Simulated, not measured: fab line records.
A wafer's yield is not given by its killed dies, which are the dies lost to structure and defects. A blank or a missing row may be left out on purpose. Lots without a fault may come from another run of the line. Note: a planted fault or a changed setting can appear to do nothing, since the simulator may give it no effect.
A struck lot beside a sound one | flow n5Finfet | 37 out of 1938 route steps
Sound: these wafers, L543.1, L543.2, L543.3. Struck: wafers L550.4, L550.5, L550.6. The cause is named last.
For every step that has rows: the tool of each side, followed by ch and its chambers, followed by its first start. Under that, the readings that differ: sound wafers | struck wafers | difference of the means | sigmas: that difference in standard deviations of wafers without a fault.
alike: same words and numbers on both sides, and readings whose means sit less than 2 such deviations apart. not compared: any withheld reading, any reading some wafer has no value for, any bound like >300 that may hide the same value, and any number with overlapping values for which the record gives no deviation.
The two part at a step that has a row with sigmas, a row that says differs or no value, or rows on one side only. Numbers that don't overlap but have no deviation are shown without sigmas and don't part them. A reading that every wafer of one side lacks parts them only if that side has two wafers or more.

first, 9 steps without rows for these wafers: N5_BEOL_M9_DESCUM_33 (chemistry O2, time 7 s); N5_BEOL_M9_ETCH_76 (etches underlayer in N2/H2, target depth 6.5 nm, time 5.2 s); N5_BEOL_M9_ETCH_65 (etches SiARC in CF4, target depth 15.6 nm, time 26 s); N5_BEOL_M9_ETCH_66 (etches SOC in N2/H2, target depth 80 nm, overetch 16 nm, time 120 s); N5_BEOL_M9_STRIP_69 (strips in N2/H2); N5_BEOL_M9_STRIP_77 (strips in N2/H2); N5_BEOL_M9_VIA_ETCH_34 (etches SiCOH lowk in C4F6/O2, target depth 182.4 nm, time 68.4 s); N5_BEOL_M9_STRIP_73 (strips in C4F6/O2); N5_BEOL_M9_STRIP_36 (strips in N2/H2).
N5_BEOL_M9_TRENCH_ETCH_37: etches SiCOH lowk in C4F6/O2, target depth 151.43 nm, time 49 s.
  sound on rieDiel-02 ch 0,1,3, day 12 16:45; struck on rieDiel-03 ch 1,2, day 14 07:13
reading                                   | sound             | struck          | difference | sigmas
runLengthS (s)                            | 72.1 71.8 72.2    | 61.3 60.8 60.1  | -11.3      | -29
timeS (s)                                 | 49 49 49          | 34.3 34.3 34.3  | -14.7      | 
model.BEOL_M9.featureDepthNm (nm)         | 153.6 152.2 149.8 | 108 108 106.6   | -44        | 
model.etch.depthNm (nm)                   | 153.5 152.3 149.8 | 108 108.1 106.6 | -44        | 
model.TiN_of_BEOL_M9_HM_DEP_02.thkNm (nm) | 16.4 16 16        | 16.8 17 16.6    | +0.7       | 
  alike: biasW, drypumpMotorCurrentA, oesProductAu, rfVppV, showerheadPlenumPTorr, throttleValvePct
  not compared: rfHoursCounterH
then, 2 steps without rows for these wafers: N5_BEOL_M9_ETCH_41 (etches SiCN in CH3F/O2, target depth 36.6 nm, time 70.1 s); N5_BEOL_M9_STRIP_80 (strips in N2/H2, time 10 s).
N5_BEOL_M9_OCD_MEAS_38:
  sound: ocd-02 at day 12 16:55; struck: ocd-01 at day 14 07:23
reading            | sound             | struck            | difference | sigmas
trenchDepthNm (nm) | 153.2 152.5 150.0 | 107.6 108.5 106.1 | -44.5      | -17
then, 13 steps without rows for these wafers: N5_BEOL_M9_HM_STRIP_39 (strips TiN in peroxide tin strip, target depth 25 nm, time 158 s); N5_BEOL_M9_SRD_40 (time 30 s); N5_BEOL_M9_PRECLEAN_42 (cleans in residue remover, time 60 s); N5_BEOL_M9_SRD_43 (time 30 s); N5_BEOL_M9_CURE_72 (cures SiCOH lowk, time 120 s); N5_BEOL_M9_DEGAS_44 (time 60 s); N5_BEOL_M9_PRE_CLEAN_45 (time 30 s); N5_BEOL_M9_ALD_74 (deposits TaN, target thk 2 nm, pulse time 2 s, purge time 3 s); N5_BEOL_M9_SURFACE_TREAT_79; N5_BEOL_M9_CVD_78 (deposits Co from CCTBA/H2, target thk 2 nm, time 138.9 s); N5_BEOL_M9_SPUTTER_48 (material Cu, target thk 12 nm, time 2 s); N5_BEOL_M9_ECD_50 (material Cu, target thk 318 nm); N5_BEOL_M9_ANNEAL_51 (time 90 s).
N5_BEOL_M9_CMP_52: polishes, stops on SiCOH lowk, t overpolish 7 s, target thk 140 nm.
  sound on cmp-01 ch 0,1,3, day 12 19:14; struck on cmp-04 ch 1,2, day 14 10:55
reading                               | sound           | struck       | difference | sigmas
model.Cu_of_BEOL_M9_ECD_50.thkNm (nm) | 142.2 140.8 138 | 96.6 97.8 95 | -43.9      | 
  alike: motorCurrentA
N5_BEOL_M9_THK_MEAS_53: measures by xrf.
  sound: filmMetro-02 at day 12 19:32; struck: filmMetro-01 at day 14 11:13
reading     | sound       | struck   | difference | sigmas
M9_THK (nm) | 144 142 139 | 98 99 96 | -44        | -14
then, 2 steps without rows for these wafers: N5_BEOL_M9_PRE_CLEAN_55 (time 15 s); N5_BEOL_M9_DEP_56 (deposits SiCN from 3MS/NH3, target thk 15 nm, time 26.5 s).
N5_BEOL_M9_RS_MEAS_57: uses a four-point probe to measure.
  sound: filmMetro-02 at day 12 19:40; struck: filmMetro-01 at day 14 11:21
reading        | sound             | struck            | difference | sigmas
M9_RS (ohm/sq) | 0.148 0.150 0.153 | 0.229 0.226 0.234 | +0.079     | +23
then, 5 steps without rows for these wafers: N5_BEOL_M10_ILD_DEP_00 (deposits SiCOH lowk from DEMS/porogen, target thk 308.51 nm, time 58 s); N5_BEOL_M10_CURE_71 (cures SiCOH lowk, time 240 s); N5_BEOL_M10_PECVD_70 (deposits SiO2 from TEOS/O2, target thk 20 nm, time 22.7 s); N5_BEOL_M10_HM_DEP_02 (deposits TiN, target thk 20 nm); N5_BEOL_M10_COAT_59 (time 60 s, resist thk 100 nm).
N5_BEOL_M15_RC_MEAS_101:
  sound on prober-02 ch 0, day 14 21:35; struck on prober-02 ch 0, day 16 09:50
reading                   | sound          | struck         | difference | sigmas
SERP_M8 (ohm/um)          | 13.8 13.8 14.6 | 13.2 12.8 13.1 | -1.0       | -2
SERP_M8_max_site (ohm/um) | 14.6 14.3 15.9 | 13.8 13.1 13.9 | -1.3       | -2
SERP_M9 (ohm/um)          | 3.09 3.07 3.15 | 4.57 4.60 4.74 | +1.53      | +19
SERP_M9_max_site (ohm/um) | 3.12 3.13 3.27 | 4.77 4.76 4.81 | +1.61      | +20
  alike: COMB_M10, COMB_M10_max_site, COMB_M11, COMB_M12, COMB_M13, COMB_M14, COMB_M15, COMB_M5, COMB_M6, COMB_M7, COMB_M8, SERP_M10, SERP_M11, SERP_M12, SERP_M13, SERP_M14, SERP_M5, SERP_M6, SERP_M7, SERP_M7_max_site

== WHERE THEY PART ==
At N5_BEOL_M9_TRENCH_ETCH_37 first; at N5_BEOL_M15_RC_MEAS_101 last (within this record only).

WHY: whatever the simulator had introduced
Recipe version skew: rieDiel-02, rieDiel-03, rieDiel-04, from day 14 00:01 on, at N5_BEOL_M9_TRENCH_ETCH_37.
